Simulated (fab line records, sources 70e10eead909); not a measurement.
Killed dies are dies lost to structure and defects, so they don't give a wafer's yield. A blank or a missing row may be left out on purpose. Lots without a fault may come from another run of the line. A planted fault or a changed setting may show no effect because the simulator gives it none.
Which tool did it? | flow nand_harc | 6 lots, 18 wafers sampled, at 3 steps of a route of 1302

WHAT THE GAUGES READ, wafer by wafer
NHARC_P_M0_INSPECT_27.
lot  | measured     | on                | raw_defect_count
L885 | day 6 11:26  | defect_inspect-02 | 207 303 297
L887 | day 7 14:03  | defect_inspect-02 | 312 233 238
L899 | day 12 08:41 | defect_inspect-01 | 305 291 292
L902 | day 14 01:31 | defect_inspect-01 | 221 248 195
L906 | day 14 23:34 | defect_inspect-01 | 176 141 209
L907 | day 15 17:08 | defect_inspect-02 | 150 229 319

WHICH TOOL RAN EACH LOT (tool, then ch and the chambers of the sampled wafers, then the start)
lot  | NHARC_P_CONTACT_CVD_23                   | NHARC_P_M0_CMP_23
L885 | cvd_w-02 ch 0,1, day 6 08:42 or earlier  | cmp-04 ch 1,2, day 6 10:59
L887 | cvd_w-02 ch 0,1, day 7 11:17 or earlier  | cmp-03 ch 1,2,3, day 7 13:36
L899 | cvd_w-01 ch 0,1, day 12 06:05 or earlier | cmp-03 ch 2,3, day 12 08:14
L902 | cvd_w-02 ch 0,1, day 13 22:56 or earlier | cmp-04 ch 0,2, day 14 01:03
L906 | cvd_w-02 ch 0,1, day 14 20:59 or earlier | cmp-03 ch 0,3, day 14 23:06
L907 | cvd_w-02 ch 0,1, day 15 14:34 or earlier | cmp-03 ch 1,2,3, day 15 16:41
- NHARC_P_CONTACT_CVD_23: deposits W, target thk 200 nm, time 557 s.
- NHARC_P_M0_CMP_23: polishes, t overpolish 20 s, target thk 117.54 nm.

THE ANSWER, worked out from the rows above alone
Rule: what is usual is taken from the lots themselves. Put in order of their means at a reading, lots are off if they are a third of the lots or fewer, leave a main group of 4 or more, and stand apart from it by a gap of 3 or more times the standard deviation of the main group's means; of several such gaps the widest counts. A main group whose means are all the same, to the digits that the tables above print for the reading, isn't used. A lot without any number at a reading at which 4 lots or more have one is off too. The other lots that the step has rows for count as sound.
No lot is off at any reading shown: from this, nothing can be told.

WHAT THE SIMULATOR HAD PUT IN
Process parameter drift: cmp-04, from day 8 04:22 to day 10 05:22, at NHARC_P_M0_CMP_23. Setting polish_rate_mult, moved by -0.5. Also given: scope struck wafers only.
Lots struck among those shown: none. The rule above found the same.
